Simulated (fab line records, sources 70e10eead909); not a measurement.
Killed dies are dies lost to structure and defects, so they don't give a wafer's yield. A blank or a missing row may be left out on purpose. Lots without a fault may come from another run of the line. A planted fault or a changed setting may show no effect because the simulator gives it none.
A struck lot beside a sound one | flow nand_harc | 35 steps out of a route of 1302
Sound: wafers L233.1, L233.4, L233.5. Struck: wafer L239.5. (L239.2, L239.6 of the same lot were not struck and are left out.) The cause comes at the end.
At each step with rows: each side's tool, then ch and its chambers, then its first start. Under that, the readings that differ: sound wafers | struck wafers | difference of the means | sigmas: that difference in standard deviations of wafers without a fault.
alike: readings whose means differ by less than 2 such deviations, and words and numbers that are the same on both sides. not compared: withheld readings, readings that some wafer has no value for, bounds like >300 that may hide the same value, and numbers for which the record gives no deviation and whose values overlap.
The two part at a step that has a row with sigmas, a row that says differs or no value, or rows on one side only. Numbers that don't overlap but have no deviation are shown without sigmas and don't part them. A reading that every wafer of one side lacks parts them only if that side has two wafers or more.

first, 2 steps without rows for these wafers: NHARC_A_SIN_REMOVE_PRECLEAN_01 (cleans in SC1); NHARC_A_SIN_REMOVE_SRD_02.
NHARC_A_SIN_REMOVE_INSPECT_04:
  sound on defect_inspect-01, day 22 20:55; struck on defect_inspect-02, day 26 05:56
  reading          | sound       | struck | difference | sigmas
  raw_defect_count | 553 475 320 | 187    | -262       | -3
then, 1 step without rows for these wafers: NHARC_A_WL_FILL_ALD_00 (deposits Al2O3, target thk 3 nm, pulse time 3 s, ald cycles 30).
NHARC_A_WL_FILL_RTA_01: time 5 s.
  sound on rtp_anneal-02 ch 0, day 22 21:15; struck on rtp_anneal-02 ch 0, day 26 06:17
  alike: lamp_power_pct, lamp_zone_6_pct, wafer_temp_C_max
then, 5 steps without rows for these wafers: NHARC_A_WL_FILL_ALD_02 (deposits TiN, target thk 2 nm, pulse time 3 s, ald cycles 100); NHARC_A_WL_FILL_CVD_03 (deposits W, target thk 40 nm, time 279 s); NHARC_A_WL_FILL_ETCHBACK_04 (etches the open film in NF3, target depth 60 nm, time 120 s); NHARC_A_WL_FILL_ETCHBACK_05 (etches the open film in Cl2/BCl3, target depth 22 nm, time 60 s); NHARC_A_WL_FILL_STRIP_27 (strips in N2/H2, time 20 s).
NHARC_A_WL_FILL_STRIP_28: strips in post etch residue remover, time 1200 s.
  sound on wet_bench-07 ch 3,4,5, day 22 22:52; struck on wet_bench-01 ch 0,4,5, day 26 07:50
then, 4 steps without rows for these wafers: NHARC_A_WL_FILL_PRECLEAN_06 (cleans in DIW, time 300 s); NHARC_A_WL_FILL_SRD_07; NHARC_A_WL_FILL_ANNEAL_08 (time 1800 s); NHARC_A_WL_FILL_ALD_10 (deposits SiO2, target thk 50 nm, pulse time 10 s, ald cycles 500).
NHARC_A_WL_FILL_ETCHBACK_16: etches the open film in C4F8/O2/Ar, target depth 120 nm, time 24 s.
  sound on rie_diel-08 ch 1,2,3; struck on rie_diel-08 ch 3
  alike: oes_product_au, rf_vpp_V
  not compared: rf_hours_counter_h
NHARC_A_WL_FILL_STRIP_29: strips in O2, time 20 s.
  sound on rie_diel-08 ch 2,3, day 23 08:56; struck on rie_diel-08 ch 3, day 26 16:38
  alike: drypump_motor_current_A, oes_product_au, rf_vpp_V, showerhead_plenum_p_Torr, throttle_valve_pct
  not compared: rf_hours_counter_h
then, 12 steps without rows for these wafers: NHARC_A_WL_FILL_ETCHBACK_17 (etches the open film in Cl2/BCl3, target depth 4 nm, time 26.7 s); NHARC_A_WL_FILL_PRECLEAN_18 (cleans in dHF, time 30 s); NHARC_A_WL_FILL_SRD_21; NHARC_A_WL_FILL_CVD_23 (deposits poly-Si, target thk 40 nm, time 800 s); NHARC_A_WL_FILL_ETCHBACK_26 (etches the open film in HBr, target depth 52 nm, time 13.3 s); NHARC_A_WL_FILL_PRECLEAN_30 (cleans in dHF, time 10 s); NHARC_A_WL_FILL_SRD_14; NHARC_A_WL_FILL_ALD_19 (deposits TiN, target thk 2 nm, pulse time 3 s, ald cycles 100); NHARC_A_WL_FILL_CVD_20 (deposits W, target thk 100 nm, time 74 s); NHARC_A_WL_FILL_CMP_12 (polishes, t overpolish 30 s, target thk 100 nm); NHARC_A_WL_FILL_SRD_31; NHARC_A_CONTACT_DEP_24 (deposits SiO2, target thk 500 nm).
NHARC_A_CONTACT_DEP_28: deposits aC, target thk 7000 nm.
  sound on acl_dep-01 ch 0, day 23 15:55; struck on acl_dep-01 ch 0, day 27 02:15
  alike: throttle_valve_pct
NHARC_A_CONTACT_DEP_29: deposits SiON, target thk 100 nm.
  sound on pecvd-04 ch 0,2, day 23 20:16; struck on pecvd-01 ch 0, day 27 03:45
  alike: heater_power_w
then, 3 steps without rows for these wafers: NHARC_A_CONTACT_DEHYDRATE_32 (time 120 s); NHARC_A_CONTACT_HMDS_33 (time 30 s); NHARC_A_CONTACT_COAT_34 (time 75 s).
-- the record jumps here: 3 days lie between the struck wafers' starts before and after (it left off in module A_CONTACT and takes up again in module END, whose first step shown is number 1302 of the route) --
NHARC_END_SORT_01:
  the record has rows for the struck wafers here (prober-02 ch 0, day 30 10:58) and none for the sound ones

WHERE THEY PART
First at NHARC_A_SIN_REMOVE_INSPECT_04; last, within this record, at NHARC_END_SORT_01.

WHY: what the simulator had put in
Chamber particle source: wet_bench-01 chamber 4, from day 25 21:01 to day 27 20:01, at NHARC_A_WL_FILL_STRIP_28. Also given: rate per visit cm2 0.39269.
